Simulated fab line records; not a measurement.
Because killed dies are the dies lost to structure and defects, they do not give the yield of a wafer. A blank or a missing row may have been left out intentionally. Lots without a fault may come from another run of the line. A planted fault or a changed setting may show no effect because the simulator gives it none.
Split-lot experiment + flow n5_finfet + on a route of 1938 steps: 7 lots, 21 wafers read

## ABOUT THE SPLIT
At N5_MOL_CONTACT_COAG_VIA_ETCH_117 (etches SiO2 in C4F6/O2, target depth 40 nm, overetch 8 nm, time 26 s), the setting bias_w was moved away from the recipe's 455 W on 6 of the 21 wafers read, by -7.5% to +8.4%. For the rest of the wafers, this setting stayed at what the recipe calls for.

The split's own step is where the reading is taken.

## THE READING
rf_vpp_V, in V, at N5_MOL_CONTACT_COAG_VIA_ETCH_117 (etches SiO2 in C4F6/O2, target depth 40 nm, overetch 8 nm, time 26 s). Fault-free wafers of this fab line usually give 1601 V, standard deviation 23 V.

| wafer  | tool, chamber at the split | bias_w as run, W | against the recipe | rf_vpp_V, V | against lot-mates on the recipe |
|--------|----------------------------|------------------|--------------------|-------------|---------------------------------|
| L074.2 | rie_diel-03, 2             | 493.1            | +8.4%              | 1737        | +109                            |
| L074.3 | rie_diel-03, 1             | 493.1            | +8.4%              | 1727        | +99                             |
| L074.6 | rie_diel-03, 1             | 455              | recipe             | 1628        | -                               |
| L075.3 | rie_diel-01, 3             | 455              | recipe             | 1619        | -                               |
| L075.4 | rie_diel-01, 3             | 455              | recipe             | 1618        | -                               |
| L075.6 | rie_diel-01, 0             | 422.3            | -7.2%              | 1513        | -106                            |
| L083.3 | rie_diel-01, 3             | 455              | recipe             | 1617        | -                               |
| L083.4 | rie_diel-01, 2             | 455              | recipe             | 1588        | -                               |
| L083.5 | rie_diel-01, 1             | 455              | recipe             | 1585        | -                               |
| L086.1 | rie_diel-01, 3             | 455              | recipe             | 1616        | -                               |
| L086.2 | rie_diel-01, 0             | 430.5            | -5.4%              | 1533        | -66                             |
| L086.4 | rie_diel-01, 1             | 455              | recipe             | 1583        | -                               |
| L087.4 | rie_diel-03, 0             | 477.7            | +5.0%              | 1630        | +30                             |
| L087.5 | rie_diel-03, 0             | 455              | recipe             | 1572        | -                               |
| L087.6 | rie_diel-03, 1             | 455              | recipe             | 1629        | -                               |
| L091.2 | rie_diel-05, 3             | 455              | recipe             | 1555        | -                               |
| L091.3 | rie_diel-05, 0             | 455              | recipe             | 1613        | -                               |
| L091.5 | rie_diel-05, 2             | 421              | -7.5%              | 1500        | -84                             |
| L093.3 | rie_diel-03, 3             | 455              | recipe             | 1610        | -                               |
| L093.5 | rie_diel-03, 1             | 455              | recipe             | 1628        | -                               |
| L093.6 | rie_diel-03, 3             | 455              | recipe             | 1612        | -                               |

THE FIT
A straight line over all 21 wafers: rf_vpp_V changes by +13.5 V for each +1% of bias_w; r = +0.92; the points scatter about the line by 22 V.
The same after taking each lot's own level away (the mean of its wafers on the recipe; 21 wafers): +12.1 V for each +1%; r = +0.94; scatter 18 V.
Per that fit: largest bias_w move, reading shift of 1e+02 V.
The span of the lots' own levels, 1584.0 to 1628.0 V, comes to 1.9 times the standard deviation stated above.
So the lot-to-lot level changes the slope: the two fits differ.
Check: for one of the wafers moved furthest among these (+8.4%), held out of the fit, the line's prediction against its lot-mates is +95.3 V. It came out at +109 V against them.
Tool readings at the split's step, against how far the setting was moved: rf_vpp_V r = +0.92.

## THE OTHER SPLITS THESE WAFERS WENT THROUGH
These wafers also went through other splits before the reading. Each is held against what the fit with the lots' levels taken away leaves over:
| other split on the same wafers    | wafers away from the commonest value | r with rf_vpp_V (lot level and that fit taken away) |
|-----------------------------------|--------------------------------------|-----------------------------------------------------|
| N5_SDB_EXPOSE_08 dose_mj          | 5                                    | -0.12                                               |
| N5_HKMG_FIN_ETCH_55 bias_w        | 9                                    | -0.11                                               |
| N5_HKMG_FIN_ETCH_58 source_w      | 5                                    | +0.13                                               |
| N5_GATE_CUT_COAT_27 spin_rpm      | 6                                    | +0.04                                               |
| N5_GATE_CUT_ETCH_36 cf4_flow_sccm | 8                                    | -0.22                                               |

## FILE'S OWN FIT
rf_vpp_V changes by +11.9 V for each +1% of bias_w, r = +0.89.
